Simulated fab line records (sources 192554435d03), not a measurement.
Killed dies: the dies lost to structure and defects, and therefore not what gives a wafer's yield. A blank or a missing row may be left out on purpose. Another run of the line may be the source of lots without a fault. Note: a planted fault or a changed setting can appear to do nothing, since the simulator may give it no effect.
Comparing a struck lot with a sound one | flow n5Finfet | 26 steps out of a route of 1938
Sound: wafers L671.1, L671.2, L671.3. Struck: wafers L686.1, L686.2, L686.5. Last of all comes the cause.
Order at every step that has rows: each side's tool, ch and its chambers, its first start. Under that, the readings that differ: sound wafers | struck wafers | difference of the means | sigmas: that difference in standard deviations of wafers without a fault.
alike: words and numbers the same on both sides, and readings whose means are apart by under 2 such deviations; not compared: readings that were withheld, readings missing a value for some wafer, numbers with overlapping values and no deviation given by the record, and bounds like >300 which may hide the same value.
Wherever a step has rows on one side only, a row that says differs or no value, or a row with sigmas, the two part there. Numbers that have no deviation but don't overlap get no sigmas and don't part them. A reading missing from all wafers of one side parts the sides only when that side holds two or more wafers.

first, 11 steps without rows for these wafers: N5_BEOL_M4_DESCUM_16 (chemistry O2, time 7 s); N5_BEOL_M4_ETCH_74 (etches underlayer in N2/H2, target depth 6.5 nm, time 5.2 s); N5_BEOL_M4_ETCH_63 (etches SiARC in CF4, target depth 15.6 nm, time 26 s); N5_BEOL_M4_ETCH_64 (etches SOC in N2/H2, target depth 75 nm, overetch 22.5 nm, time 121.9 s); N5_BEOL_M4_STRIP_65 (strips in N2/H2); N5_BEOL_M4_STRIP_75 (strips in N2/H2); N5_BEOL_M4_STRIP_66 (strips in CF4); N5_BEOL_M4_HM_OPEN_17 (chemistry Cl2/BCl3, target TiN, target depth 20 nm, overetch 6 nm); N5_BEOL_M4_STRIP_19 (strips in O2); N5_BEOL_M4_COAT_67 (time 60 s, resist thk 60 nm); N5_BEOL_M4_COAT_68 (time 60 s, resist thk 12 nm).
N5_BEOL_M4_COAT_76: time 60 s, resist thk 5 nm.
  sound on lithoTrack-03 ch 0, day 8 04:44; struck on lithoTrack-03 ch 0, day 12 00:29
reading            | sound                | struck               | difference | sigmas
spinSpeedRpm (rpm) | 1499.8 1499.3 1499.8 | 1340.0 1340.0 1338.6 | -160.1     | -99 or more
then, 7 steps without rows for these wafers: N5_BEOL_M4_COAT_22 (resist thk 30 nm); N5_BEOL_M4_EBR_24; N5_BEOL_M4_SOFTBAKE_23 (time 60 s); N5_BEOL_M4_EXPOSE_25 (exposes mask V3, defocus 5 nm); N5_BEOL_M4_PEB_26 (peb time 60 s); N5_BEOL_M4_DEVELOP_27 (develop time 30 s); N5_BEOL_M4_DESCUM_33 (chemistry O2, time 7 s).
N5_BEOL_M4_ETCH_77: etches underlayer in N2/H2, target depth 6.5 nm, time 5.2 s.
  sound on rieDiel-01 ch 0,2,3, day 8 05:55; struck on rieDiel-01 ch 0,2,3, day 12 00:56
reading                                     | sound             | struck            | difference | sigmas
etchRfOnTimeS (s)                           | 5.08 5.07 5.19    | 5.33 5.32 5.39    | +0.23      | +3
model.CAR-EUV_of_BEOL_M4_COAT_22.thkNm (nm) | 20.4 20.4 20.4    | 20 20 20          | +0         | 
model.etch.depthNm (nm)                     | 5.017 5.015 5.006 | 5.269 5.274 5.268 | +0.258     | 
  alike: drypumpMotorCurrentA, oesProductAu, rfVppV, showerheadPlenumPTorr, throttleValvePct
  not compared: rfHoursCounterH
then, 2 steps without rows for these wafers: N5_BEOL_M4_ETCH_69 (etches SiARC in CF4, target depth 15.6 nm, time 26 s); N5_BEOL_M4_ALD_98 (deposits SiO2, target thk 2.5 nm, pulse time 1 s, co reactant pulse time 1 s).
N5_BEOL_M4_ETCHBACK_99: etches SiO2 in CHF3, target depth 5 nm, time 10.4 s.
  sound on rieDiel-04 ch 0,1,3, day 8 06:26; struck on rieDiel-02 ch 1,2, day 12 02:05
reading                                     | sound          | struck     | difference | sigmas
model.CAR-EUV_of_BEOL_M4_COAT_22.thkNm (nm) | 10.4 10.4 10.4 | 10 10 10.2 | +0         | 
  alike: drypumpMotorCurrentA, oesProductAu, rfVppV, showerheadPlenumPTorr, throttleValvePct
  not compared: rfHoursCounterH
then, 1 step without rows for these wafers: N5_BEOL_M4_ETCH_70 (etches SOC in N2/H2, target depth 80 nm, overetch 24 nm, time 130 s).
N5_BEOL_M4_RC_MEAS_101:
  sound on prober-02 ch 0, day 8 11:58; struck on prober-01 ch 0, day 12 08:06
  alike: DIBL_N, DIBL_P, IOFF_N, IOFF_P, ION_N, ION_P, SS_N, SS_P, VT_N, VT_P
-- the record jumps here: 4 days lie between the struck wafers' starts before and after (it left off in module BEOL_M4 and takes up again in module PASSIVATION, whose first step shown is number 1936 of the route) --
N5_PASSIVATION_PROBE_49:
  record: rows for the struck wafers here (prober-01, day 16 12:14), none for the sound ones

== WHERE THEY PART ==
First at N5_BEOL_M4_COAT_76; last, within this record, at N5_PASSIVATION_PROBE_49.

WHY: the cause the simulator had injected
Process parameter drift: lithoTrack-03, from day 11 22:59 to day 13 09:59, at N5_BEOL_M4_COAT_76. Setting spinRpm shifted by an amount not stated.
